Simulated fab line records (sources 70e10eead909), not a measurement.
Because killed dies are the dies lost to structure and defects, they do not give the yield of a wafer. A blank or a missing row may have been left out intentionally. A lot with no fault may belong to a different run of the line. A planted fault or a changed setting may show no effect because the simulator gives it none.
fab line records	flow nandHarc
record: lots: 24	wafers: 72	lastDay: 33
route steps=1302 shown A_CONTACT@1008
lots with no fault: from the same line, run without faults
startH: start of the lot's first displayed wafer, in hours after the record's first day	waitH: hours since the lot's step before	" repeats the value in the row above	L1.1+2: a row that stands for several wafers	- no value, or no start was given	* or withheld: withheld	< > ~ a bound
route shown NAME@n: NAME is a module with steps in the file, n the number in the route of the first one	usual: average and standard deviation across the fault-free wafers	same: alike in all rows	chamber/n: place in a boat	sites: per-site readings	_std_site: standard deviation of those values	_edge_site: mean of outer sites minus mean of inner sites	radiusMm: for every site, how far away it sits from the centre of the wafer	mask NAME#n: copy n	behind: tool/chamber where the wafer was last shaped	hold: reason for holding the lot/hours on hold/outcome of the hold	device: transistor that didn't switch, given as n, p or np	end of line: tests run on the same wafers once the route is complete	step lacking rows: just its recipe	killed: not the wafer's yield, but the dies lost to structure and defects at the first sort	map: the dies of a wafer, with x for killed, . for not killed, _ for no die there
set.NAME: the setting the step ran with; set.NAME@STEP: the setting that earlier step ran with	model.NAME: the simulator's own value behind a step, which no gauge read
steps of the route over a sample of lots; a table a step, a row a wafer
services: from which hour (startH, from the record's first day; less than 0 if before it) a tool's chamber was out of use, for how many hours, and why
== steps ==
step: NHARC_A_CONTACT_ETCH_114
recipe: sourceW: withheld	pressureMtorr: 20	biasV: 3000	timeS: 190	targetDepthA: 18500	arFlowSccm: withheld	c4f8FlowSccm: withheld	o2FlowSccm: withheld	chemistry: C4F8/O2/Ar
same: timeS: 190
lot.wafer	tool	chamber	startH	waitH	rfHoursCounterH
L074.2	harCapEtch-02	0	493.27	0.1	77
L074.3	"	1	"	"	-
L074.6	"	1	"	"	-
L075.4	harCapEtch-02	1	505.42	0.1	-
L075.3	"	0	"	"	-
L075.6	"	0	"	"	-
L077.1	harCapEtch-01	1	517.54	0.1	0
L077.4	"	1	"	"	-
L077.5	"	1	"	"	-
L076.1	harCapEtch-03	1	518.42	0.2	43
L076.5	"	1	"	"	-
L076.6	"	0	"	"	-
L079.1	harCapEtch-01	0	543.73	0.2	5
L079.4	"	1	"	"	-
L079.6	"	1	"	"	-
L078.1	harCapEtch-03	0	550.15	0.1	49
L078.3	"	0	"	"	-
L078.5	"	1	"	"	-
L080.2	harCapEtch-02	0	569.31	0.1	94
L080.1	"	1	"	"	94
L080.5	"	1	"	"	-
L082.1	harCapEtch-01	1	571.14	0.1	9
L082.3	"	0	"	"	-
L082.6	"	1	"	"	-
L081.1	harCapEtch-01	1	584.32	0.1	12
L081.4	"	1	"	"	-
L081.6	"	1	"	"	-
L083.2	harCapEtch-02	0	588.11	0.1	98
L083.3	"	0	"	"	-
L083.4	"	1	"	"	-
L085.4	harCapEtch-03	0	588.46	0.1	-
L085.3	"	1	"	"	-
L085.5	"	0	"	"	-
L084.1	harCapEtch-03	0	596.37	0.1	58
L084.2	"	1	"	"	58
L084.6	"	0	"	"	-
L086.4	harCapEtch-03	0	604.43	0.1	-
L086.5	"	1	"	"	-
L086.6	"	0	"	"	-
L087.1	harCapEtch-01	1	614.31	0.1	20
L087.6	"	0	"	"	-
L087.5	"	1	"	"	-
L088.1	harCapEtch-03	0	628.95	0.1	65
L088.4	"	1	"	"	-
L088.6	"	0	"	"	-
L089.2	harCapEtch-01	1	629.86	0.1	24
L089.6	"	1	"	"	-
L089.5	"	0	"	"	-
L090.1	harCapEtch-03	1	651.35	0.1	69
L090.4	"	0	"	"	-
L090.5	"	1	"	"	-
L091.1	harCapEtch-03	0	664.68	0.1	71
L091.4	"	1	"	"	-
L091.3	"	0	"	"	-
L093.2	harCapEtch-03	0	676.71	0.1	74
L093.4	"	1	"	"	-
L093.6	"	0	"	"	-
L092.2	harCapEtch-01	0	679.38	0.1	31
L092.3	"	1	"	"	-
L092.4	"	0	"	"	-
L094.1	harCapEtch-03	1	687.93	0.1	76
L094.4	"	1	"	"	-
L094.6	"	1	"	"	-
L097.1	harCapEtch-02	1	705.47	0.1	121
L097.2	"	0	"	"	121
L097.3	"	0	"	"	-
L096.1	harCapEtch-03	1	707.33	0.1	80
L096.3	"	1	"	"	-
L096.6	"	0	"	"	-
L095.2	harCapEtch-02	0	709.41	0.1	123
L095.5	"	1	"	"	-
L095.6	"	0	"	"	-
step: NHARC_A_CONTACT_ETCH_121
recipe: sourceW: withheld	pressureMtorr: 20	biasV: 3000	timeS: 190	targetDepthA: 18500	arFlowSccm: withheld	c4f8FlowSccm: withheld	o2FlowSccm: withheld	chemistry: C4F8/O2/Ar
same: timeS: 190
lot.wafer	tool	chamber	startH	waitH	rfHoursCounterH
L074.2	harCapEtch-02	0	494.46	0.1	78
L074.3	"	1	"	"	-
L074.6	"	1	"	"	-
L075.4	harCapEtch-02	1	506.62	0.1	-
L075.3	"	0	"	"	-
L075.6	"	0	"	"	-
L077.1	harCapEtch-01	1	518.73	0.1	2
L077.4	"	1	"	"	-
L077.5	"	1	"	"	-
L076.1	harCapEtch-03	1	520.02	0.2	44
L076.5	"	1	"	"	-
L076.6	"	0	"	"	-
L079.1	harCapEtch-01	0	545.33	0.2	7
L079.4	"	1	"	"	-
L079.6	"	1	"	"	-
L078.1	harCapEtch-03	0	551.34	0.1	50
L078.3	"	0	"	"	-
L078.5	"	1	"	"	-
L080.2	harCapEtch-02	0	570.50	0.1	95
L080.1	"	1	"	"	95
L080.5	"	1	"	"	-
L082.1	harCapEtch-01	1	572.34	0.1	11
L082.3	"	0	"	"	-
L082.6	"	1	"	"	-
L081.1	harCapEtch-01	1	585.51	0.1	13
L081.4	"	1	"	"	-
L081.6	"	1	"	"	-
L083.2	harCapEtch-02	0	589.31	0.1	99
L083.3	"	0	"	"	-
L083.4	"	1	"	"	-
L085.4	harCapEtch-03	0	589.65	0.1	-
L085.3	"	1	"	"	-
L085.5	"	0	"	"	-
L084.1	harCapEtch-03	0	597.56	0.1	59
L084.2	"	1	"	"	59
L084.6	"	0	"	"	-
L086.4	harCapEtch-03	0	605.63	0.1	-
L086.5	"	1	"	"	-
L086.6	"	0	"	"	-
L087.1	harCapEtch-01	1	615.50	0.1	21
L087.6	"	0	"	"	-
L087.5	"	1	"	"	-
L088.1	harCapEtch-03	0	630.15	0.1	66
L088.4	"	1	"	"	-
L088.6	"	0	"	"	-
L089.2	harCapEtch-01	1	631.04	0.1	25
L089.6	"	1	"	"	-
L089.5	"	0	"	"	-
L090.1	harCapEtch-03	1	652.55	0.1	70
L090.4	"	0	"	"	-
L090.5	"	1	"	"	-
L091.1	harCapEtch-03	0	665.87	0.1	72
L091.4	"	1	"	"	-
L091.3	"	0	"	"	-
L093.2	harCapEtch-03	0	678.15	0.2	75
L093.4	"	1	"	"	-
L093.6	"	0	"	"	-
L092.2	harCapEtch-01	0	680.57	0.1	32
L092.3	"	1	"	"	-
L092.4	"	0	"	"	-
L094.1	harCapEtch-03	1	689.12	0.1	77
L094.4	"	1	"	"	-
L094.6	"	1	"	"	-
L097.1	harCapEtch-02	1	706.67	0.1	122
L097.2	"	0	"	"	122
L097.3	"	0	"	"	-
L096.1	harCapEtch-03	1	708.52	0.1	81
L096.3	"	1	"	"	-
L096.6	"	0	"	"	-
L095.2	harCapEtch-02	0	710.61	0.1	124
L095.5	"	1	"	"	-
L095.6	"	0	"	"	-
step: NHARC_A_CONTACT_OVL_MEAS_70
usual: overlayXNm: 0.2/0.8	overlayYNm: 0.1/0.86
lot.wafer	tool	chamber	startH	waitH	overlayXNm	overlayYNm
L074.2	overlay-01	-	505.10	-	1.6	1.5
L074.3	"	-	"	"	1.3	0.9
L074.6	"	-	"	"	1.5	0.3
L075.3	overlay-01	-	518.87	-	0.7	0.9
L075.4	"	-	"	"	0.2	0.9
L075.6	"	-	"	"	0.0	-0.2
L077.1	overlay-02	-	525.80	-	-1.0	-0.3
L077.4	"	-	"	"	-1.0	-0.3
L077.5	"	-	"	"	-0.7	-0.6
L076.1	overlay-01	-	528.67	-	-1.0	1.5
L076.5	"	-	"	"	-0.5	1.4
L076.6	"	-	"	"	-0.4	0.9
L079.1	overlay-01	-	553.23	-	-0.2	0.2
L079.4	"	-	"	"	0.1	-0.7
L079.6	"	-	"	"	-0.1	-0.1
L078.1	overlay-02	-	558.83	-	-1.1	1.1
L078.3	"	-	"	"	-1.1	1.2
L078.5	"	-	"	"	-0.9	0.9
L080.1	overlay-01	-	577.55	-	-0.4	0.4
L080.2	"	-	"	"	-0.7	0.1
L080.5	"	-	"	"	-1.3	0.6
L082.1	overlay-02	-	579.09	-	1.4	-1.1
L082.3	"	-	"	"	1.3	-0.9
L082.6	"	-	"	"	1.4	-0.9
L081.1	overlay-02	-	594.47	-	1.2	1.7
L081.4	"	-	"	"	0.7	1.1
L081.6	"	-	"	"	1.2	1.3
L083.2	overlay-01	-	596.92	-	1.1	1.0
L083.3	"	-	"	"	2.0	0.6
L083.4	"	-	"	"	1.9	0.5
L085.3	overlay-02	-	597.81	-	-0.6	-0.1
L085.4	"	-	"	"	0.5	0.0
L085.5	"	-	"	"	-0.1	0.1
L084.1	overlay-01	-	605.79	-	0.1	-0.9
L084.2	"	-	"	"	0.1	0.0
L084.6	"	-	"	"	0.1	-1.2
L086.4	overlay-01	-	615.06	-	0.9	-0.5
L086.5	"	-	"	"	1.0	0.1
L086.6	"	-	"	"	0.8	-1.1
L087.1	overlay-02	-	623.43	-	0.0	1.1
L087.5	"	-	"	"	0.1	0.6
L087.6	"	-	"	"	-0.3	0.9
L088.1	overlay-02	-	639.47	-	0.6	0.5
L088.4	"	-	"	"	0.4	-0.5
L088.6	"	-	"	"	0.7	0.4
L089.2	overlay-01	-	642.48	-	-0.1	-0.8
L089.5	"	-	"	"	0.1	-1.0
L089.6	"	-	"	"	-0.3	-1.3
L090.1	overlay-02	-	658.98	-	0.6	1.6
L090.4	"	-	"	"	0.1	1.6
L090.5	"	-	"	"	0.1	1.2
L091.1	overlay-01	-	672.52	-	-1.0	0.2
L091.3	"	-	"	"	-1.0	0.8
L091.4	"	-	"	"	-0.8	0.5
L093.2	overlay-02	-	688.50	-	1.0	-0.1
L093.4	"	-	"	"	1.0	-0.2
L093.6	"	-	"	"	0.6	0.5
L092.2	overlay-01	-	688.70	-	0.7	-0.2
L092.3	"	-	"	"	1.2	-0.3
L092.4	"	-	"	"	1.1	-0.4
L094.1	overlay-01	-	695.82	-	0.3	-1.6
L094.4	"	-	"	"	0.8	-1.7
L094.6	"	-	"	"	0.4	-2.2
L097.1	overlay-01	-	713.14	-	1.0	-0.5
L097.2	"	-	"	"	1.2	-0.2
L097.3	"	-	"	"	0.6	-0.3
L096.1	overlay-01	-	715.08	-	0.4	-1.4
L096.3	"	-	"	"	-0.1	-1.3
L096.6	"	-	"	"	0.4	-1.2
L095.2	overlay-01	-	717.23	-	-0.8	0.1
L095.5	"	-	"	"	-0.3	0.2
L095.6	"	-	"	"	-0.9	0.2
step: NHARC_A_CONTACT_ETCH_129
recipe: sourceW: withheld	pressureMtorr: 20	biasV: 3000	timeS: 197	targetDepthA: 19180	arFlowSccm: withheld	c4f8FlowSccm: withheld	o2FlowSccm: withheld	chemistry: C4F8/O2/Ar
same: timeS: 197
lot.wafer	tool	chamber	startH	waitH	rfHoursCounterH
L074.2	harCapEtch-03	1	507.67	0.1	39
L074.3	"	0	"	"	-
L074.6	"	1	"	"	-
L075.4	harCapEtch-02	1	521.47	0.1	-
L075.3	"	0	"	"	-
L075.6	"	0	"	"	-
L077.1	harCapEtch-03	0	528.37	0.1	46
L077.4	"	0	"	"	-
L077.5	"	1	"	"	-
L076.1	harCapEtch-02	0	531.56	0.2	90
L076.6	"	1	"	"	-
L076.5	"	0	"	"	-
L079.1	harCapEtch-02	1	556.08	0.1	93
L079.4	"	0	"	"	-
L079.6	"	0	"	"	-
L078.1	harCapEtch-01	0	561.37	0.1	8
L078.3	"	1	"	"	-
L078.5	"	0	"	"	-
L080.2	harCapEtch-02	1	580.09	0.1	97
L080.1	"	0	"	"	97
L080.5	"	1	"	"	-
L082.1	harCapEtch-03	0	581.67	0.1	54
L082.3	"	0	"	"	-
L082.6	"	0	"	"	-
L081.1	harCapEtch-01	1	597.04	0.1	16
L081.4	"	0	"	"	-
L081.6	"	0	"	"	-
L083.2	harCapEtch-02	0	599.46	0.1	102
L083.4	"	0	"	"	-
L083.3	"	1	"	"	-
L085.3	harCapEtch-01	1	600.55	0.1	-
L085.4	"	0	"	"	-
L085.5	"	0	"	"	-
L084.1	harCapEtch-02	0	608.33	0.1	105
L084.2	"	1	"	"	105
L084.6	"	1	"	"	-
L086.4	harCapEtch-02	1	617.99	0.1	-
L086.6	"	0	"	"	-
L086.5	"	1	"	"	-
L087.1	harCapEtch-02	0	626.01	0.1	109
L087.6	"	1	"	"	-
L087.5	"	0	"	"	-
L088.1	harCapEtch-03	0	642.01	0.1	68
L088.4	"	1	"	"	-
L088.6	"	0	"	"	-
L089.2	harCapEtch-01	1	645.45	0.1	27
L089.6	"	1	"	"	-
L089.5	"	0	"	"	-
L090.1	harCapEtch-02	0	661.51	0.1	113
L090.4	"	1	"	"	-
L090.5	"	1	"	"	-
L091.1	harCapEtch-02	0	675.41	0.1	115
L091.4	"	1	"	"	-
L091.3	"	0	"	"	-
L092.2	harCapEtch-02	1	691.31	0.1	118
L092.3	"	0	"	"	-
L092.4	"	1	"	"	-
L093.2	harCapEtch-01	1	691.38	0.2	33
L093.4	"	1	"	"	-
L093.6	"	0	"	"	-
L094.1	harCapEtch-03	1	698.72	0.2	78
L094.4	"	0	"	"	-
L094.6	"	0	"	"	-
L097.2	harCapEtch-01	0	715.68	0.1	38
L097.1	"	1	"	"	38
L097.3	"	0	"	"	-
L096.1	harCapEtch-03	1	717.63	0.1	83
L096.3	"	1	"	"	-
L096.6	"	1	"	"	-
L095.2	harCapEtch-02	0	719.77	0.1	126
L095.6	"	0	"	"	-
L095.5	"	1	"	"	-
step: NHARC_A_CONTACT_CD_MEAS_80
usual: cdNm: 289.4/1
lot.wafer	tool	chamber	startH	waitH	cdNm
L074.2	cdSem-03	-	509.96	-	288.3
L074.3	"	-	"	"	289.3
L074.6	"	-	"	"	289.2
L075.3	cdSem-03	-	523.12	-	289.7
L075.4	"	-	"	"	291.2
L075.6	"	-	"	"	291.6
L077.1	cdSem-03	-	530.16	0.1	288.9
L077.4	"	-	"	"	288.8
L077.5	"	-	"	"	288.0
L076.1	cdSem-02	-	533.61	-	290.6
L076.5	"	-	"	"	288.8
L076.6	"	-	"	"	289.3
L079.1	cdSem-02	-	557.80	-	290.1
L079.4	"	-	"	"	289.4
L079.6	"	-	"	"	289.2
L078.1	cdSem-02	-	563.08	-	289.0
L078.3	"	-	"	"	288.2
L078.5	"	-	"	"	287.4
L080.1	cdSem-01	-	581.81	-	288.4
L080.2	"	-	"	"	289.9
L080.5	"	-	"	"	288.9
L082.1	cdSem-03	-	583.37	-	290.5
L082.3	"	-	"	"	290.8
L082.6	"	-	"	"	290.5
L081.1	cdSem-01	-	598.75	-	289.6
L081.4	"	-	"	"	288.3
L081.6	"	-	"	"	289.3
L083.2	cdSem-03	-	601.18	-	289.8
L083.3	"	-	"	"	289.0
L083.4	"	-	"	"	288.9
L085.3	cdSem-03	-	602.20	-	289.4
L085.4	"	-	"	"	288.5
L085.5	"	-	"	"	289.4
L084.1	cdSem-03	-	610.09	-	289.3
L084.2	"	-	"	"	290.0
L084.6	"	-	"	"	290.3
L086.4	cdSem-03	-	619.63	-	288.8
L086.5	"	-	"	"	290.7
L086.6	"	-	"	"	290.8
L087.1	cdSem-01	-	627.69	-	288.8
L087.5	"	-	"	"	288.0
L087.6	"	-	"	"	290.3
L088.1	cdSem-02	-	643.73	-	289.5
L088.4	"	-	"	"	289.7
L088.6	"	-	"	"	289.6
L089.2	cdSem-02	-	647.16	-	291.0
L089.5	"	-	"	"	290.0
L089.6	"	-	"	"	289.5
L090.1	cdSem-02	-	663.22	-	289.5
L090.4	"	-	"	"	291.3
L090.5	"	-	"	"	289.4
L091.1	cdSem-03	-	677.12	-	289.8
L091.3	"	-	"	"	289.2
L091.4	"	-	"	"	290.8
L092.2	cdSem-02	-	692.99	-	287.8
L092.3	"	-	"	"	290.2
L092.4	"	-	"	"	290.1
L093.2	cdSem-03	-	693.44	-	289.4
L093.4	"	-	"	"	290.0
L093.6	"	-	"	"	290.4
L094.1	cdSem-02	-	700.77	-	290.6
L094.4	"	-	"	"	290.3
L094.6	"	-	"	"	288.7
L097.1	cdSem-02	-	717.39	-	288.5
L097.2	"	-	"	"	288.5
L097.3	"	-	"	"	289.5
L096.1	cdSem-01	-	719.34	-	286.3
L096.3	"	-	"	"	287.7
L096.6	"	-	"	"	287.1
L095.2	cdSem-03	-	721.48	-	291.2
L095.5	"	-	"	"	290.6
L095.6	"	-	"	"	290.3
step: NHARC_A_CONTACT_DEP_84
recipe: targetThkA: 28000	tempC: 400	material: aC
usual: throttleValvePct: 35.001/0.009
lot.wafer	tool	chamber	startH	waitH	throttleValvePct
L074.2	aclDep-03	0	514.25	-	34.987
L074.3	"	0	"	"	35.005
L074.6	"	0	"	"	35.003
L075.3	aclDep-01	0	528.42	-	35.011
L075.4	"	0	"	"	34.994
L075.6	"	0	"	"	35.002
L077.1	aclDep-02	0	531.15	-	35.014
L077.4	"	0	"	"	35.002
L077.5	"	0	"	"	34.990
L076.1	aclDep-02	0	534.57	-	34.999
L076.5	"	0	535.73	-	35.003
L076.6	"	0	"	"	35.007
L079.1	aclDep-02	0	559.87	-	34.987
L079.4	"	0	"	"	35.002
L079.6	"	0	"	"	35.009
L078.1	aclDep-03	0	567.98	-	34.995
L078.3	"	0	"	"	35.011
L078.5	"	0	"	"	35.014
L080.1	aclDep-02	0	585.08	-	35.013
L080.2	"	0	"	"	35.000
L080.5	"	0	"	"	34.996
L082.1	aclDep-02	0	586.78	-	35.016
L082.3	"	0	"	"	34.982
L082.6	"	0	"	"	35.002
L081.1	aclDep-01	0	601.18	-	35.016
L081.4	"	0	"	"	35.008
L081.6	"	0	"	"	35.004
L083.2	aclDep-01	0	603.19	-	34.995
L083.3	"	0	"	"	34.999
L083.4	"	0	"	"	35.003
L085.3	aclDep-03	0	605.53	-	35.016
L085.4	"	0	"	"	34.995
L085.5	"	0	"	"	34.997
L084.1	aclDep-01	0	613.91	-	35.010
L084.2	"	0	"	"	35.001
L084.6	"	0	615.35	-	35.002
L086.4	aclDep-03	0	621.42	-	35.004
L086.5	"	0	"	"	35.016
L086.6	"	0	"	"	35.003
L087.1	aclDep-01	0	628.94	-	35.002
L087.5	"	0	630.10	-	34.995
L087.6	"	0	"	"	35.016
L088.1	aclDep-01	0	644.68	-	34.995
L088.4	"	0	"	"	35.014
L088.6	"	0	"	"	35.011
L089.2	aclDep-03	0	648.64	-	35.012
L089.5	"	0	"	"	35.002
L089.6	"	0	"	"	35.002
L090.1	aclDep-03	0	665.72	-	35.016
L090.4	"	0	"	"	35.004
L090.5	"	0	"	"	35.002
L091.1	aclDep-02	0	682.71	-	34.998
L091.3	"	0	"	"	35.004
L091.4	"	0	"	"	35.001
L092.2	aclDep-02	0	694.28	-	35.021
L092.3	"	0	"	"	34.998
L092.4	"	0	"	"	34.999
L093.2	aclDep-03	0	694.68	-	34.993
L093.4	"	0	"	"	35.005
L093.6	"	0	"	"	34.989
L094.1	aclDep-01	0	703.03	-	35.008
L094.4	"	0	"	"	35.006
L094.6	"	0	"	"	35.003
L097.1	aclDep-03	0	720.61	-	35.010
L097.2	"	0	"	"	34.990
L097.3	"	0	"	"	34.992
L096.1	aclDep-01	0	722.97	-	35.005
L096.3	"	0	"	"	34.999
L096.6	"	0	"	"	35.016
L095.2	aclDep-01	0	724.99	-	35.001
L095.5	"	0	"	"	34.991
L095.6	"	0	"	"	34.989
== services ==
tool	chamber	startH	hours	kind
aclDep-03	-	486.17	13.0	pm
harCapEtch-01	-	497.06	17.0	pm
harCapEtch-01	0	497.06	17.0	ventCycle
harCapEtch-01	1	497.06	17.0	ventCycle
harCapEtch-01	0	514.06	-	clean
harCapEtch-01	1	514.06	-	clean
aclDep-01	-	553.29	13.0	pm
aclDep-02	-	605.76	13.0	pm
aclDep-03	-	637.45	0.3	repair
aclDep-03	-	667.44	13.0	pm
harCapEtch-02	-	677.23	2.9	repair
== key ==
fault none
